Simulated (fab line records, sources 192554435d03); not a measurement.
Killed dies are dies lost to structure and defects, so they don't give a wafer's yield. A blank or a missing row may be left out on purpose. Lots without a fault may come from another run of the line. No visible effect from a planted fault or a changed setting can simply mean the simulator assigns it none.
Split-lot experiment | flow n5Finfet | 39 wafers read from 7 lots, route of 1938 steps

ON THE SPLIT
At N5_MOL_CONTACT_COAG_ETCHBACK_135 (etches SiO2 in CHF3, target depth 25 nm, time 16.7 s), the setting targetDepthA was moved away from the recipe's 250 angstrom on 12 of the 39 wafers read, by -36.0% to +45.6%. For the rest of the wafers, this setting stayed at what the recipe calls for.

SPLIT TO READING: what lies between them in the file, 1 step
- N5_MOL_CONTACT_COAG_STRIP_118: strips in CHF3

THE READING
SOC_of_MOL_CONTACT_COAG_COAT_75.thkNm (the simulator's own value, which no gauge read), in nm, at N5_MOL_CONTACT_COAG_VIA_ETCH_46 (etches SiO2 in C4F6/O2, target depth 46 nm, overetch 9.2 nm, time 40 s). There is no usual value for it anywhere in the file. The 27 wafers here that ran the recipe average 50.8 nm, standard deviation 0.27 nm.

wafer  | tool, chamber at the split | targetDepthA as run, angstrom | against the recipe | SOC_of_MOL_CONTACT_COAG_COAT_75.thkNm, nm | against lot-mates on the recipe
L075.1 | rieDiel-01, 1,0,2          | 177.7                         | -28.9%             | 51                                        | +0.3
L075.4 | rieDiel-01, 1,0,2          | 177.7                         | -28.9%             | 51                                        | +0.3
L075.2 | rieDiel-01, 2,3,3          | 250                           | recipe             | 50.8                                      | -
L075.3 | rieDiel-01, 2,3,3          | 250                           | recipe             | 50.6                                      | -
L075.5 | rieDiel-01, 2,3,3          | 250                           | recipe             | 50.6                                      | -
L075.6 | rieDiel-01, 1,0,2          | 177.7                         | -28.9%             | 51.4                                      | +0.7
L078.1 | rieDiel-06, 1,2            | 299.2                         | +19.7%             | 50.2                                      | -0.5
L078.2 | rieDiel-06, 3              | 250                           | recipe             | 50.8                                      | -
L078.4 | rieDiel-06, 2,0            | 250                           | recipe             | 50.8                                      | -
L078.3 | rieDiel-06, 2,0            | 250                           | recipe             | 50.6                                      | -
L078.5 | rieDiel-06, 1,2            | 299.2                         | +19.7%             | 50                                        | -0.7
L078.6 | rieDiel-06, 3              | 299.2                         | +19.7%             | 50.4                                      | -0.3
L084.1 | rieDiel-06, 1              | 250                           | recipe             | 50.8                                      | -
L084.2 | rieDiel-06, 0,3            | 363.9                         | +45.6%             | 49.6                                      | -0.9
L084.3 | rieDiel-06, 2              | 363.9                         | +45.6%             | 48.8                                      | -1.7
L084.4 | rieDiel-06, 0,3            | 363.9                         | +45.6%             | 49.2                                      | -1.3
L084.5 | rieDiel-06, 1,2            | 250                           | recipe             | 50.4                                      | -
L084.6 | rieDiel-06, 1,2            | 250                           | recipe             | 50.2                                      | -
L086.3 | rieDiel-01, 3              | 250                           | recipe             | 50.4                                      | -
L086.4 | rieDiel-01, 2,3            | 250                           | recipe             | 50.6                                      | -
L086.6 | rieDiel-01, 2,3            | 250                           | recipe             | 50.6                                      | -
L088.1 | rieDiel-04, 0              | 250                           | recipe             | 51.2                                      | -
L088.3 | rieDiel-04, 1,2,2          | 250                           | recipe             | 51.2                                      | -
L088.2 | rieDiel-04, 1,2,2          | 250                           | recipe             | 51                                        | -
L088.5 | rieDiel-04, 1,0            | 250                           | recipe             | 51                                        | -
L088.4 | rieDiel-04, 1,2,2          | 250                           | recipe             | 51.4                                      | -
L088.6 | rieDiel-04, 1,0            | 250                           | recipe             | 50.8                                      | -
L089.1 | rieDiel-04, 0,1            | 250                           | recipe             | 51                                        | -
L089.2 | rieDiel-04, 1              | 250                           | recipe             | 51                                        | -
L089.5 | rieDiel-04, 0,1            | 250                           | recipe             | 51                                        | -
L089.3 | rieDiel-04, 2,0            | 160.1                         | -36.0%             | 52                                        | +1.0
L089.4 | rieDiel-04, 2,0            | 160.1                         | -36.0%             | 51.8                                      | +0.8
L089.6 | rieDiel-04, 2              | 160.1                         | -36.0%             | 52.2                                      | +1.2
L093.1 | rieDiel-01, 2              | 250                           | recipe             | 51                                        | -
L093.2 | rieDiel-01, 1,0,0,1,2      | 250                           | recipe             | 50.4                                      | -
L093.3 | rieDiel-01, 1,0,0,1,2      | 250                           | recipe             | 50.8                                      | -
L093.6 | rieDiel-01, 1,0,0,1,2      | 250                           | recipe             | 50.8                                      | -
L093.4 | rieDiel-01, 1,0,0,1,2      | 250                           | recipe             | 50.6                                      | -
L093.5 | rieDiel-01, 1,0,0,1,2      | 250                           | recipe             | 50.6                                      | -
If several chambers appear in one row, that row covers several wafers at once and the file leaves open which wafer was in which chamber.

FIT RESULTS
A straight line over all 39 wafers: SOC_of_MOL_CONTACT_COAG_COAT_75.thkNm changes by -0.0299 nm for each +1% of targetDepthA; r = -0.88; the points scatter about the line by 0.31 nm.
The same after taking each lot's own level away (the mean of its wafers on the recipe; 39 wafers): -0.0256 nm for each +1%; r = -0.92; scatter 0.2 nm.
According to that fit, moving targetDepthA by its largest amount changes the reading by 1.2 nm.
From 50.47 to 51.10 nm: that is the span of the lots' own levels, equal to 2.3 times the standard deviation above.
Thus the slope moves with the lot-to-lot level: the two fits are different.
Check: with one of the wafers moved furthest among these (+45.6%) left out of the fit, the line predicts -1.26 nm for it against its lot-mates. It came out at -0.867 nm against them.

FURTHER SPLITS ON THESE WAFERS
These wafers also went through other splits before the reading. Each is held against what the fit with the lots' levels taken away leaves over:
other split on the same wafers | wafers away from the commonest value | r with SOC_of_MOL_CONTACT_COAG_COAT_75.thkNm (lot level and that fit taken away)
N5_FIN_SAQP_HM_DEP_03 timeS    | 15                                   | +0.16

THE WHOLE CHAIN: every reading that the file lists as answering this split, in the file's order
step                             | what it does                                                           | reading                                                                                | change (the file's fit)                | r (the file's)
N5_MOL_CONTACT_COAG_ETCHBACK_135 | etches SiO2 in CHF3, target depth 25 nm, time 16.7 s                   | SOC_of_MOL_CONTACT_COAG_COAT_75.thkNm (the simulator's own value, which no gauge read) | -0.0286 nm for each +1% of the setting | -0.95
N5_MOL_CONTACT_COAG_VIA_ETCH_46  | etches SiO2 in C4F6/O2, target depth 46 nm, overetch 9.2 nm, time 40 s | SOC_of_MOL_CONTACT_COAG_COAT_75.thkNm (the simulator's own value, which no gauge read) | -0.0256 nm for each +1% of the setting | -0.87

THE FILE'S OWN FIT
SOC_of_MOL_CONTACT_COAG_COAT_75.thkNm changes by -0.0256 nm for each +1% of targetDepthA, r = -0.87.
